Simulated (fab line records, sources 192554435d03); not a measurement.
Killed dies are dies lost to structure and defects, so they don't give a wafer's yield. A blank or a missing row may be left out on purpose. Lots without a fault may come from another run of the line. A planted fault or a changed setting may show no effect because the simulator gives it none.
Which tool did it? | flow n5_finfet | 10 lots, 30 wafers sampled, at 6 steps of a route of 1938

WHAT THE GAUGES READ, wafer by wafer
N5_BEOL_M4_RC_MEAS_101. Usual: DIBL_N 35.9 mV/V, standard deviation 1.4; DIBL_P 35.9 mV/V, standard deviation 1.7; IOFF_N 0.155 nA/um, standard deviation 0.023; IOFF_P 0.201 nA/um, standard deviation 0.029; ION_N 672 uA/um, standard deviation 8.8; ION_P 460 uA/um, standard deviation 7; SS_N 71.6 mV/dec, standard deviation 0.48; SS_P 73.1 mV/dec, standard deviation 0.64; VT_N 250.0 mV, standard deviation 3; VT_P -251.6 mV, standard deviation 3.
lot  | measured     | on        | DIBL_N (mV/V)  | DIBL_P (mV/V)  | IOFF_N (nA/um)    | IOFF_P (nA/um)    | ION_N (uA/um) | ION_P (uA/um) | SS_N (mV/dec)  | SS_P (mV/dec)  | VT_N (mV)         | VT_P (mV)            | flag
L967 | day 8 23:53  | prober-01 | 32.8 35.5 35.6 | 34.9 37.1 37.1 | 0.126 0.165 0.161 | 0.168 0.200 0.208 | 663 671 668   | 453 456 459   | 71.3 71.5 72.1 | 73.3 73.6 73.6 | 254.2 250.1 251.3 | -257.0 -254.1 -250.2 |
L968 | day 9 10:04  | prober-01 | 34.1 35.3 36.0 | 35.0 36.8 37.7 | 0.128 0.150 0.161 | 0.162 0.179 0.186 | 660 674 676   | 452 457 460   | 71.6 71.1 72.0 | 72.4 73.4 73.6 | 252.3 249.7 251.4 | -254.1 -254.3 -253.0 |
L970 | day 10 08:11 | prober-01 | 37.8 38.1 36.6 | 38.9 38.7 35.8 | 0.193 0.199 0.166 | 0.216 0.217 0.174 | 688 687 660   | 460 466 446   | 71.6 71.6 71.7 | 74.2 74.5 72.2 | 244.7 247.1 249.3 | -251.0 -250.6 -253.7 |
L975 | day 11 08:53 | prober-02 | 36.8 36.6 38.6 | 35.0 35.1 36.8 | 0.145 0.154 0.183 | 0.215 0.227 0.245 | 666 675 684   | 462 469 464   | 71.4 71.7 71.6 | 72.6 73.5 74.0 | 251.2 250.8 248.2 | -248.6 -249.7 -249.9 |
L976 | day 11 12:03 | prober-01 | 36.9 37.7 36.5 | 36.8 37.6 35.2 | 0.183 0.198 0.170 | 0.244 0.260 0.227 | 684 671 670   | 467 463 461   | 72.1 72.6 72.4 | 74.0 73.6 73.7 | 246.3 244.0 248.2 | -249.6 -246.0 -249.3 |
L978 | day 12 05:29 | prober-01 | 38.6 39.0 37.4 | 36.4 37.3 35.3 | 0.165 0.177 0.144 | 0.210 0.217 0.196 | 677 675 675   | 464 457 458   | 71.7 71.8 71.4 | 73.7 74.6 73.4 | 249.1 250.3 247.9 | -251.6 -251.7 -251.1 |
L977 | day 12 10:29 | prober-02 | 35.5 36.6 37.5 | 36.6 37.4 38.9 | 0.145 0.164 0.188 | 0.221 0.237 0.267 | 674 683 684   | 471 474 476   | 71.6 72.0 71.8 | 73.2 73.5 73.9 | 250.0 247.9 245.9 | -247.2 -245.8 -244.8 |
L983 | day 13 16:23 | prober-01 | 35.4 36.3 37.0 | 36.7 38.7 39.4 | 0.188 0.205 0.231 | 0.220 0.250 0.267 | 688 680 676   | 469 465 462   | 71.3 71.7 72.3 | 73.3 73.7 74.4 | 243.8 244.3 243.5 | -248.9 -249.2 -249.4 |
L984 | day 13 18:04 | prober-01 | 35.9 37.2 34.9 | 35.7 35.9 34.2 | 0.155 0.157 0.132 | 0.183 0.196 0.171 | 679 670 666   | 461 454 451   | 71.4 71.7 70.5 | 72.8 73.5 73.4 | 248.4 250.7 252.3 | -253.1 -252.3 -254.2 |
L985 | day 13 23:38 | prober-02 | 35.6 34.9 33.5 | 34.0 34.2 32.8 | 0.141 0.131 0.113 | 0.186 0.198 0.168 | 649 668 654   | 448 462 454   | 71.7 71.1 71.0 | 72.6 73.4 72.6 | 255.4 250.9 256.9 | -253.7 -251.9 -252.6 |

N5_BEOL_M10_INSPECT_58: inspects for defects (darkfield). Usual: raw_defect_count 74, standard deviation 24.
lot  | measured     | on                | raw_defect_count | flag
L967 | day 11 11:35 | defect_inspect-02 | 49 46 51         |
L968 | day 11 21:48 | defect_inspect-02 | 62 109 59        |
L970 | day 12 17:15 | defect_inspect-02 | 70 54 80         |
L975 | day 13 20:31 | defect_inspect-02 | 66 72 52         |
L976 | day 13 20:07 | defect_inspect-01 | 77 58 58         |
L978 | day 14 14:32 | defect_inspect-02 | 69 70 70         |
L977 | day 14 16:11 | defect_inspect-01 | 70 60 95         |
L983 | day 16 01:21 | defect_inspect-01 | 55 81 85         |
L984 | day 16 00:41 | defect_inspect-01 | 117 81 134       |
L985 | day 16 09:24 | defect_inspect-01 | 94 99 131        |

WHICH TOOL RAN EACH LOT (tool, then ch and the chambers of the sampled wafers, then the start)
lot  | N5_BEOL_M10_HM_OPEN_17            | N5_BEOL_M10_ECD_50             | N5_BEOL_M10_ANNEAL_51            | N5_BEOL_M10_CMP_52
L967 | rie_metal-02 ch 0,1, day 11 05:49 | ecd_cu-01 ch 1, day 11 10:29   | rtp_anneal-02 ch 0, day 11 10:46 | cmp-02 ch 1,3, day 11 11:07
L968 | rie_metal-01 ch 1, day 11 16:44   | ecd_cu-01 ch 0,1, day 11 20:56 | rtp_anneal-02 ch 0, day 11 21:03 | cmp-03 ch 2,3, day 11 21:20
L970 | rie_metal-03 ch 0,1, day 12 10:42 | ecd_cu-01 ch 0,1, day 12 16:15 | rtp_anneal-01 ch 0, day 12 16:30 | cmp-03 ch 1,2,3, day 12 16:52
L975 | rie_metal-02 ch 0,1, day 13 16:23 | ecd_cu-01 ch 0,1, day 13 19:36 | rtp_anneal-01 ch 0, day 13 19:46 | cmp-02 ch 1,2,3, day 13 20:08
L976 | rie_metal-03 ch 0,1, day 13 16:07 | ecd_cu-02 ch 0,1, day 13 19:16 | rtp_anneal-02 ch 0, day 13 19:22 | cmp-02 ch 0,2, day 13 19:42
L978 | rie_metal-03 ch 0,1, day 14 09:48 | ecd_cu-01 ch 0,1, day 14 13:37 | rtp_anneal-02 ch 0, day 14 13:52 | cmp-03 ch 1,3, day 14 14:05
L977 | rie_metal-03 ch 0,1, day 14 07:41 | ecd_cu-01 ch 0,1, day 14 15:19 | rtp_anneal-01 ch 0, day 14 15:28 | cmp-03 ch 1,2,3, day 14 15:49
L983 | rie_metal-03 ch 0,1, day 15 19:23 | ecd_cu-01 ch 0,1, day 15 22:58 | rtp_anneal-01 ch 0, day 16 00:20 | cmp-01 ch 0,1,2, day 16 00:54
L984 | rie_metal-01 ch 0,1, day 15 18:53 | ecd_cu-02 ch 0,1, day 15 22:35 | rtp_anneal-02 ch 0, day 16 00:01 | cmp-03 ch 1,3, day 16 00:13
L985 | rie_metal-02 ch 0,1, day 16 03:53 | ecd_cu-01 ch 0,1, day 16 08:29 | rtp_anneal-02 ch 0, day 16 08:41 | cmp-02 ch 0,2,3, day 16 08:59
- N5_BEOL_M10_HM_OPEN_17: chemistry Cl2/BCl3, target TiN, target depth 20 nm, overetch 6 nm.
- N5_BEOL_M10_ECD_50: material Cu, target thk 318 nm.
- N5_BEOL_M10_ANNEAL_51: time 90 s.
- N5_BEOL_M10_CMP_52: polishes, stops on SiCOH lowk, t overpolish 7 s, target thk 140 nm.

WHAT THE TOOLS THEMSELVES READ (means of the sampled wafers that have a number; where no wafer has one, the mark that the record gives instead)
N5_BEOL_M10_HM_OPEN_17. Usual: drypump_motor_current_A 5.83 A, standard deviation 0.28; oes_product_au 0.67 a.u., standard deviation 0.086; throttle_valve_pct 22.11 %, standard deviation 0.14.
lot  | tool         | drypump_motor_current_A (A) | oes_product_au (a.u.) | throttle_valve_pct (%) | flag
L967 | rie_metal-02 | 5.49                        | 0.66                  | 22.15                  |
L968 | rie_metal-01 | 6.36                        | 0.63                  | 22.06                  |
L970 | rie_metal-03 | 5.87                        | 0.73                  | 22.14                  |
L975 | rie_metal-02 | 5.49                        | 0.65                  | 22.17                  |
L976 | rie_metal-03 | 5.86                        | 0.71                  | 22.16                  |
L978 | rie_metal-03 | 5.87                        | 0.71                  | 22.15                  |
L977 | rie_metal-03 | 5.93                        | 0.65                  | 22.04                  |
L983 | rie_metal-03 | 5.92                        | 0.63                  | 22.05                  |
L984 | rie_metal-01 | 5.94                        | 0.69                  | 22.06                  |
L985 | rie_metal-02 | 5.42                        | 0.67                  | 22.23                  |

N5_BEOL_M10_ANNEAL_51. Usual: wafer_temp_C_max 226.22, standard deviation 0.24.
lot  | tool          | wafer_temp_C_max | flag
L967 | rtp_anneal-02 | 226.25           |
L968 | rtp_anneal-02 | 226.41           |
L970 | rtp_anneal-01 | 225.90           |
L975 | rtp_anneal-01 | 225.89           |
L976 | rtp_anneal-02 | 226.35           |
L978 | rtp_anneal-02 | 226.23           |
L977 | rtp_anneal-01 | 226.40           |
L983 | rtp_anneal-01 | 226.17           |
L984 | rtp_anneal-02 | 226.49           |
L985 | rtp_anneal-02 | 226.15           |

N5_BEOL_M10_CMP_52. Usual: motor_current_A 6.1 A, standard deviation 0.78; time_to_endpoint_s 67 s, standard deviation 3.7.
lot  | tool   | motor_current_A (A) | time_to_endpoint_s (s) | flag
L967 | cmp-02 | 6.3                 | 63                     |
L968 | cmp-03 | 5.9                 | 70                     |
L970 | cmp-03 | 6.3                 | 68                     |
L975 | cmp-02 | 6.5                 | 2                      | OFF
L976 | cmp-02 | 5.7                 | 63                     |
L978 | cmp-03 | 6.6                 | 1                      | OFF
L977 | cmp-03 | 6.4                 | 68                     |
L983 | cmp-01 | 5.7                 | 65                     |
L984 | cmp-03 | 6.3                 | 68                     |
L985 | cmp-02 | 6.4                 | 68                     |

THE ANSWER, worked out from the rows above alone
Rule: a lot is off if the mean of its wafers that have a number lies more than 3 standard deviations from the usual mean. A lot without any number at a reading at which 4 lots or more have one is off too. The other lots that the step has rows for count as sound. The gauges are gone through in route order, then the tools' own readings, and for those a lot's mean is taken as printed above. The first step at which some lot is off is used, and at that step the reading that is off furthest; a lot without a number counts as furthest.
Off: L975, L978, at N5_BEOL_M10_CMP_52 (time_to_endpoint_s).
A tool fits if, at that step or a process step before it, it ran every lot that is off, and no sound lot after the first of them. None of those tried fits.

WHAT THE SIMULATOR HAD PUT IN
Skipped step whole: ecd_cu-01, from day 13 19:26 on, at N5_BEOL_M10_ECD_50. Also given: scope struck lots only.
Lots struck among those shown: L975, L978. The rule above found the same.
